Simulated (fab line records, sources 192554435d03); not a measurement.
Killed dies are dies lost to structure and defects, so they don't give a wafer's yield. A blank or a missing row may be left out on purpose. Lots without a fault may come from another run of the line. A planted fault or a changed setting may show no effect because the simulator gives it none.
A struck lot beside a sound one | flow n5_finfet | 40 steps out of a route of 1938
Sound: wafers L271.2, L271.3, L271.6. Struck: wafers L279.2, L279.4, L279.6. The cause comes at the end.
At each step with rows: each side's tool, then ch and its chambers, then its first start. Under that, the readings that differ: sound wafers | struck wafers | difference of the means | sigmas: that difference in standard deviations of wafers without a fault.
alike: readings whose means differ by less than 2 such deviations, and words and numbers that are the same on both sides. not compared: withheld readings, readings that some wafer has no value for, bounds like >300 that may hide the same value, and numbers for which the record gives no deviation and whose values overlap.
The two part at a step that has a row with sigmas, a row that says differs or no value, or rows on one side only. Numbers that don't overlap but have no deviation are shown without sigmas and don't part them. A reading that every wafer of one side lacks parts them only if that side has two wafers or more.

first, 12 steps without rows for these wafers: N5_HKMG_FIN_ETCH_58 (etches SOC in N2/H2, target depth 215.8 nm, time 741 s); N5_HKMG_FIN_STRIP_93 (strips SOC in N2/H2, time 20 s); N5_HKMG_FIN_WET_ETCH_76 (etches Al2O3 in dNH4OH, stops on La2O3, target depth 2.25 nm, rinse time 30 s); N5_HKMG_FIN_STRIP_60 (strips in N2/H2, time 360 s); N5_HKMG_FIN_WET_ETCH_77 (etches La2O3 in dHCl, stops on HfO2, target depth 2 nm); N5_HKMG_FIN_WET_ETCH_78 (etches Al2O3 in dNH4OH, stops on La2O3, target depth 4.5 nm, rinse time 30 s); N5_HKMG_FIN_ALD_79 (deposits TiN, target thk 1.5 nm, pulse time 1 s, purge time 3 s); N5_HKMG_FIN_CVD_62 (deposits a-Si from Si2H6, target thk 3 nm, time 20.8 s); N5_HKMG_FIN_RTA_80 (time 2 s); N5_HKMG_FIN_PRECLEAN_64 (cleans in dHF, time 30 s); N5_HKMG_FIN_WET_ETCH_65 (etches a-Si in TMAH, stops on TiN, time 49 s, target depth 3 nm); N5_HKMG_FIN_WET_ETCH_81 (etches TiN in SC1, stops on HfO2, time 57 s, target depth 6 nm).
N5_HKMG_FIN_WET_ETCH_82: etches La2O3 in dHCl, stops on HfO2, target depth 2 nm, rinse time 30 s.
  sound on wet_bench-01 ch 1,2,3, day 4 09:17; struck on wet_bench-01 ch 3,6,7, day 6 12:26
  no value came back on the struck wafers for bath_heat_duty_pct (%), rinse_temp_c (C), rinse_time_s (s); on the sound wafers bath_heat_duty_pct (%) reads 7.8 6.4 7.4
  reading                                    | sound | struck      | difference | sigmas
  model.La2O3_of_HKMG_FIN_ALD_74.thk_nm (nm) | 0 0 0 | 0.6 0.6 0.4 | +0.5       |
then, 25 steps without rows for these wafers: N5_HKMG_FIN_ALD_36 (deposits TiN, target thk 1 nm, pulse time 1 s, purge time 3 s); N5_HKMG_FIN_PWFM_ALD_03 (deposits TiN, target thk 2 nm, pulse time 1 s, purge time 3 s); N5_HKMG_FIN_COAT_29 (time 60 s, resist thk 300 nm); N5_HKMG_FIN_COAT_30 (time 60 s, resist thk 35 nm); N5_HKMG_FIN_COAT_06 (resist thk 90 nm); N5_HKMG_FIN_EBR_08; N5_HKMG_FIN_SOFTBAKE_07 (time 60 s); N5_HKMG_FIN_EXPOSE_09 (exposes mask NWFM); N5_HKMG_FIN_PEB_10 (peb time 60 s); N5_HKMG_FIN_DEVELOP_11 (develop time 30 s); N5_HKMG_FIN_DESCUM_17 (chemistry O2, time 7.9 s); N5_HKMG_FIN_ETCH_31 (etches SiARC in CF4, target depth 45.5 nm, time 75.8 s); N5_HKMG_FIN_ETCH_32 (etches SOC in N2/H2, target depth 240 nm, time 300 s); N5_HKMG_FIN_STRIP_33 (strips in N2/H2); N5_HKMG_FIN_STRIP_34 (strips in CF4); N5_HKMG_FIN_ETCH_35 (etches SOC in N2/H2, target depth 215.8 nm, time 243.4 s); N5_HKMG_FIN_STRIP_92 (strips SOC in N2/H2, time 20 s); N5_HKMG_FIN_WET_ETCH_18 (etches TiN in SC1, time 55 s, target depth 5.2 nm, rinse time 30 s); N5_HKMG_FIN_STRIP_19 (strips in N2/H2, time 360 s); N5_HKMG_FIN_ALD_91 (deposits TiN, target thk 1 nm, pulse time 1 s, purge time 3 s); N5_HKMG_FIN_COAT_85 (time 60 s, resist thk 300 nm); N5_HKMG_FIN_ETCH_86 (etches SOC in N2/H2, stops on TiN, target depth 393.2 nm); N5_HKMG_FIN_STRIP_89 (strips SOC in N2/H2, time 20 s); N5_HKMG_FIN_WET_ETCH_87 (etches TiN in SC1, time 154.2 s, target depth 4.7 nm, rinse time 30 s); N5_HKMG_FIN_STRIP_88 (strips in N2/H2, time 360 s).
-- the record jumps here: 6 days lie between the struck wafers' starts before and after (it left off in module HKMG_FIN and takes up again in module BEOL_M4, whose first step shown is number 1111 of the route) --
N5_BEOL_M4_RC_MEAS_101:
  sound on prober-01 ch 0, day 8 18:54; struck on prober-02 ch 0, day 12 03:14
  reading             | sound                    | struck                | difference | sigmas
  EOT_P               | 10.42 10.56 10.52        | 10.87 10.99 10.80     | +0.39      | +5
  IGATE_P (nA/um)     | 0.0048 0.0036 0.0039     | 0.0008 0.0007 0.0008  | -0.0033    | -6
  IOFF_P (nA/um)      | 0.213 0.225 0.215        | 0.046 0.051 0.050     | -0.169     | -6
  IOFF_P_85C (nA/um)  | 3.6 3.8 3.6              | 1.0 1.1 1.1           | -2.6       | -7
  IOFF_P_LIN (nA/um)  | 0.098 0.101 0.097        | 0.022 0.024 0.024     | -0.075     | -8
  IOFF_P_LONG (nA/um) | 0.000105 0.000104 0.0001 | 5e-05 5.2e-05 5.4e-05 | -5e-05     | -6
  ION_P (uA/um)       | 467 459 458              | 401 396 400           | -62        | -9
  VT_N_LVT (mV)       | 94.0 93.1 92.9           | 55.6 55.9 54.9        | -37.9      | -13
  VT_P (mV)           | -252.1 -253.5 -253.0     | -292.5 -289.8 -289.1  | -37.6      | -13
  VT_P_LONG (mV)      | -277 -277 -281           | -315 -315 -316        | -37        | -12
  alike: DIBL_N, DIBL_P, IOFF_N, ION_N, SS_N, SS_P, VT_N
-- the record jumps here: 4 days lie between the struck wafers' starts before and after (it left off in module BEOL_M4 and takes up again in module PASSIVATION, whose first step shown is number 1936 of the route) --
N5_PASSIVATION_PROBE_49:
  sound on prober-02, day 13 04:10; struck on prober-02, day 16 14:56
  reading              | sound          | struck            | difference | sigmas
  sort_bin_8_speed (%) | 0 0 0          | 89.49 90.00 92.03 | +90.51     |
  sort_n_pass          | 1073 1066 1083 | 0 0 0             | -1074      | -63
  sort_yield_pct (%)   | 90.9 90.3 91.8 | 0 0 0             | -91        | -61
  alike: defect_limited_yield, killed_at_M0_to_M3, killed_at_M4_up, killed_at_contacts, killed_at_front_end, killed_at_other, killed_dies, killed_open, killed_short, sort_bin_5_function, sort_bin_6_memory

WHERE THEY PART
First at N5_HKMG_FIN_WET_ETCH_82; last, within this record, at N5_PASSIVATION_PROBE_49.

WHY: what the simulator had put in
Skipped step whole: wet_bench-01, from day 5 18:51 on, at N5_HKMG_FIN_WET_ETCH_82. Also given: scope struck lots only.
